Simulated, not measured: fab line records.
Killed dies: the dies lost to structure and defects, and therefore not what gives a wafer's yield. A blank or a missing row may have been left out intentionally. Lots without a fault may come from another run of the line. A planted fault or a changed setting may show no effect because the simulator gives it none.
Chamber matching | flow nand harc | NHARC_A_STAIRCASE_CMP_472 on cmp-01 has 4 sister chambers
The step polishes SiO2. 8 wafers are shown with their chamber, then 12 later ones without.

## WAFERS PAIRED WITH THEIR CHAMBERS
wafer  | chamber | motor current A (A)
L080.5 | 0       | 10.8
L079.5 | 0       | 10.6
L088.2 | 1       | 11.4
L089.4 | 2       | 11.4
L089.6 | 2       | 11.6
L090.2 | 1       | 11.6
L090.4 | 3       | 13.5
L090.6 | 3       | 12.7

## WAFERS WHOSE CHAMBER IS MISSING
wafer  | motor current A (A)
L092.1 | 10.8
L092.3 | 12.8
L092.5 | 11.7
L091.1 | 11.8
L091.3 | 11.7
L091.6 | 13.1
L095.3 | 11.7
L095.5 | 11.1
L095.6 | 12.2
L097.1 | 11.4
L097.2 | 10.0
L097.6 | 10.6

## EACH ONE'S CHAMBER
wafer  | from the rows above          | in truth
L092.1 | can't be placed: 0 or 1 or 2 | 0
L092.3 | 3                            | 3
L092.5 | can't be placed: 1 or 2      | 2
L091.1 | can't be placed: 1 or 2      | 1
L091.3 | can't be placed: 1 or 2      | 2
L091.6 | 3                            | 3
L095.3 | can't be placed: 1 or 2      | 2
L095.5 | can't be placed: 0 or 1 or 2 | 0
L095.6 | can't be placed: 1 or 2 or 3 | 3
L097.1 | can't be placed: 1 or 2 or 0 | 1
L097.2 | 0                            | 0
L097.6 | 0                            | 0
Placed correctly: 4 of 12. Unplaceable from these rows: 8, with the true chamber sitting among the candidates in 8. Placed wrongly: 0.
How it was worked out, from the rows above alone: a wafer's distance from a chamber is the root of the sum, over the readings, of the square of ((its reading less the chamber's mean) divided by the reading's scatter). The wafer belongs to the nearest chamber; if the next one is less than 2 further off, it can't be placed. For every chamber, the mean is computed from those of its wafers that are shown. The scatter: the root of (the sum of the squares of (reading less its chamber's mean) over the shown wafers, divided by (wafers less chambers)).
